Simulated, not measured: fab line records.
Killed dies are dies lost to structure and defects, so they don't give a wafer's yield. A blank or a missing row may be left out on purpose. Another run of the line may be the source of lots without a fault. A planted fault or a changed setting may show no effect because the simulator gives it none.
Chamber matching :: flow nand-harc :: rie-diel-12 running NHARC_A_STAIRCASE_TRIM_196: 4 sister chambers
The step chemistry O2, time 211.2 s. 8 wafers are shown with their chamber, then 12 later ones without.

## WAFERS PAIRED WITH THEIR CHAMBERS
wafer: L084.5
chamber: 2
showerhead-plenum-p-Torr (Torr): 3.63
drypump-motor-current-A (A): 6.0

wafer: L084.6
chamber: 3
showerhead-plenum-p-Torr (Torr): 3.53
drypump-motor-current-A (A): 5.9

wafer: L085.1
chamber: 1
showerhead-plenum-p-Torr (Torr): 3.30
drypump-motor-current-A (A): 5.4

wafer: L085.2
chamber: 2
showerhead-plenum-p-Torr (Torr): 3.63
drypump-motor-current-A (A): 5.9

wafer: L085.6
chamber: 0
showerhead-plenum-p-Torr (Torr): 3.33
drypump-motor-current-A (A): 5.6

wafer: L087.1
chamber: 0
showerhead-plenum-p-Torr (Torr): 3.32
drypump-motor-current-A (A): 5.6

wafer: L087.4
chamber: 3
showerhead-plenum-p-Torr (Torr): 3.52
drypump-motor-current-A (A): 5.9

wafer: L087.6
chamber: 1
showerhead-plenum-p-Torr (Torr): 3.29
drypump-motor-current-A (A): 5.4

## WAFERS WITHOUT THEIR CHAMBER
wafer: L089.3
showerhead-plenum-p-Torr (Torr): 3.32
drypump-motor-current-A (A): 5.6

wafer: L089.5
showerhead-plenum-p-Torr (Torr): 3.63
drypump-motor-current-A (A): 6.0

wafer: L089.6
showerhead-plenum-p-Torr (Torr): 3.52
drypump-motor-current-A (A): 5.9

wafer: L093.3
showerhead-plenum-p-Torr (Torr): 3.62
drypump-motor-current-A (A): 6.0

wafer: L093.4
showerhead-plenum-p-Torr (Torr): 3.32
drypump-motor-current-A (A): 5.6

wafer: L093.5
showerhead-plenum-p-Torr (Torr): 3.62
drypump-motor-current-A (A): 6.0

wafer: L094.1
showerhead-plenum-p-Torr (Torr): 3.32
drypump-motor-current-A (A): 5.6

wafer: L094.2
showerhead-plenum-p-Torr (Torr): 3.62
drypump-motor-current-A (A): 6.0

wafer: L094.5
showerhead-plenum-p-Torr (Torr): 3.62
drypump-motor-current-A (A): 6.0

wafer: L095.4
showerhead-plenum-p-Torr (Torr): 3.31
drypump-motor-current-A (A): 5.6

wafer: L095.5
showerhead-plenum-p-Torr (Torr): 3.51
drypump-motor-current-A (A): 5.9

wafer: L095.6
showerhead-plenum-p-Torr (Torr): 3.61
drypump-motor-current-A (A): 6.0

## WHICH CHAMBER EACH WENT THROUGH
wafer: L089.3
from the rows above: 0
in truth: 0

wafer: L089.5
from the rows above: 2
in truth: 2

wafer: L089.6
from the rows above: 3
in truth: 3

wafer: L093.3
from the rows above: 2
in truth: 2

wafer: L093.4
from the rows above: 0
in truth: 0

wafer: L093.5
from the rows above: 2
in truth: 2

wafer: L094.1
from the rows above: 0
in truth: 0

wafer: L094.2
from the rows above: 2
in truth: 2

wafer: L094.5
from the rows above: 2
in truth: 2

wafer: L095.4
from the rows above: 0
in truth: 0

wafer: L095.5
from the rows above: 3
in truth: 3

wafer: L095.6
from the rows above: 2
in truth: 2
Correctly placed: 12 of 12. Number that these rows cannot place: 0. Number placed wrongly: 0.
How it was worked out, from the rows above alone: a wafer's distance from a chamber is the root of the sum, over the readings, of the square of ((its reading less the chamber's mean) divided by the reading's scatter). If the next closest chamber is less than 2 further off than the closest, the wafer can't be placed; otherwise it belongs to the closest. The mean given for a chamber averages the wafers shown for that chamber. How the scatter is found: for the shown wafers, subtract from each reading the mean of its chamber, square and add these, divide the total by (wafers less chambers), then take the root.
